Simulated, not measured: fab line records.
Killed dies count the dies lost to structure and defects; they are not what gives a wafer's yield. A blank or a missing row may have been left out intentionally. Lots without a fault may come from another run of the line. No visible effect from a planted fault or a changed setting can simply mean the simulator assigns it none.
Matching of chambers | flow n5_finfet | N5_PMOS_HMC_CHANNEL_EPI_DESCUM_14 on rie_diel-03 has 4 sister chambers
The step chemistry O2, time 7.9 s. 4 wafers are shown with their chamber, then 7 later ones without.

## WAFERS, EACH WITH ITS CHAMBER
wafer  | chamber | showerhead_plenum_p_Torr (Torr)
L084.4 | 3       | 2.05
L084.6 | 0       | 1.96
L085.1 | 2       | 2.11
L085.4 | 1       | 2.10

## WAFERS WHOSE CHAMBER IS MISSING
wafer  | showerhead_plenum_p_Torr (Torr)
L085.6 | 2.10
L087.1 | 2.11
L087.2 | 2.10
L087.4 | 2.05
L096.1 | 2.10
L096.3 | 2.22
L096.5 | 2.04

## EACH ONE'S CHAMBER
wafer  | from the rows above               | in truth
L085.6 | can't be placed: 1 or 2 or 3      | 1
L087.1 | can't be placed: 2 or 1 or 3      | 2
L087.2 | can't be placed: 1 or 2 or 3      | 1
L087.4 | can't be placed: 3 or 1 or 2      | 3
L096.1 | can't be placed: 1 or 2 or 3      | 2
L096.3 | can't be placed: 2 or 1 or 3      | 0
L096.5 | can't be placed: 3 or 1 or 2 or 0 | 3
Placed correctly: 0 of 7. From these rows, 7 cannot be placed; in 6 the true chamber is one of the candidates. Placed wrongly: 0.
How it was worked out, from the rows above alone: a wafer's distance from a chamber is the root of the sum, over the readings, of the square of ((its reading less the chamber's mean) divided by the reading's scatter). The wafer belongs to the nearest chamber; if the next one is less than 2 further off, it can't be placed. Each chamber's mean is taken over the wafers shown for it. The scatter: root of mean squared gap, hidden wafer to nearest shown wafer, with one shown wafer a chamber.
